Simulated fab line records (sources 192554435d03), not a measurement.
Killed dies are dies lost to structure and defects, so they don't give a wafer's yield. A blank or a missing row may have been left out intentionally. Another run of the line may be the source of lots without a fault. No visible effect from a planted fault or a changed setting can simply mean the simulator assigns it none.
Code-filled problem report in 8D (eight disciplines) form	flow n5_finfet	the parts of the form that need people (team, actions taken, sign-off) are left out

1. WHAT IS WRONG
M13_ILD_THK at N5_BEOL_M13_THK_MEAS_01 reads a mean of 754 nm on 2 wafers of 2 lots; wafers without a fault read 839 nm with a standard deviation of 11. Measured from the usual mean, that is -7.7 standard deviations.
The first sign was on wafer L697.3 at day 13 18:38, on film_metro-01. The record holds 26 wafers of 9 lots with a number at this step. By rule, "out" or "out of limits" means more than 4 standard deviations away from the usual mean. The other wafers with a number count as sound.

2. WHAT IT IS, WHAT IT ISN'T
question	is	is not
which readings at this step	M13_ILD_THK	-
which lots	L697, L699	L684, L687, L690, L694, L703, L704, L707
which wafers of those lots	L697.3, L699.3	L697.2, L699.1, L699.6
read on which gauges	film_metro-01, film_metro-02	-
when	from day 13 18:38	up to then (13 sound wafers); but 11 sound wafers of L699, L703, L704, L707 came after

3. SUSPECTS, AND WHAT RULES EACH OUT
Counting: any tool at a process step up to the reading remains a suspect provided it ran every lot that is out. Sound lots after the first of them don't rule it out here, since some wafers of a struck lot are sound.
- the gauge at N5_BEOL_M13_THK_MEAS_01: ruled out. 2 gauges (film_metro-01, film_metro-02) read the wafers that are out.
- pecvd-02 at N5_BEOL_M13_ILD_DEP_00 (deposits SiOC from DEMS/O2, target thk 837.92 nm, time 166.4 s): kept. It ran every lot that is out, first L697 (day 13 18:29); its last sound lot up to then is L687 (day 11 07:25).
Remaining after the count: pecvd-02 at N5_BEOL_M13_ILD_DEP_00.

4. THE CAUSE (what the simulator had put in)
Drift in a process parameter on pecvd-02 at N5_BEOL_M13_ILD_DEP_00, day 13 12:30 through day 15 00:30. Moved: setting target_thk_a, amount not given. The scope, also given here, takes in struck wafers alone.
The count eliminated every tool but this one.

5. THE CHAIN OF EFFECTS, in route order
One row per reading whose mean, taken over the struck wafers that have a number, lies over 3 standard deviations from the usual. Scope: only readings with a usual standard deviation given in the record; hours: median across lots of the time from each lot's start at the first step in this table that gives one to its start at this step; sigmas: change in usual standard deviations.
hours	step	reading	usual	on struck wafers	change	sigmas
0	N5_BEOL_M13_THK_MEAS_01	M13_ILD_THK	839 nm	754	-84	-7.7
1	N5_BEOL_M13_STRIP_63	oes_product_au	0.673 a.u.	0.690	+0.017	+3.6
1	N5_BEOL_M13_STRIP_63	strip_time_to_endpoint_s	27.7 s	35.3	+7.6	+7.6
Its process steps:
- N5_BEOL_M13_STRIP_63: strips in N2/H2.

6. WHAT WOULD HAVE CAUGHT IT SOONER
In this record the first reading out of limits at a measuring or inspecting step was taken at day 13 18:38, 6 hours after the fault began at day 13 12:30.
Tool readings at N5_BEOL_M13_ILD_DEP_00 with a usual standard deviation given in the record: none out on any struck wafer, hence no alarm at a limit of 4 standard deviations on them.
L699, from the lots that are out (2), started N5_BEOL_M13_ILD_DEP_00 on pecvd-02 later than day 13 18:38. Putting the tool on hold at that point would have spared it.
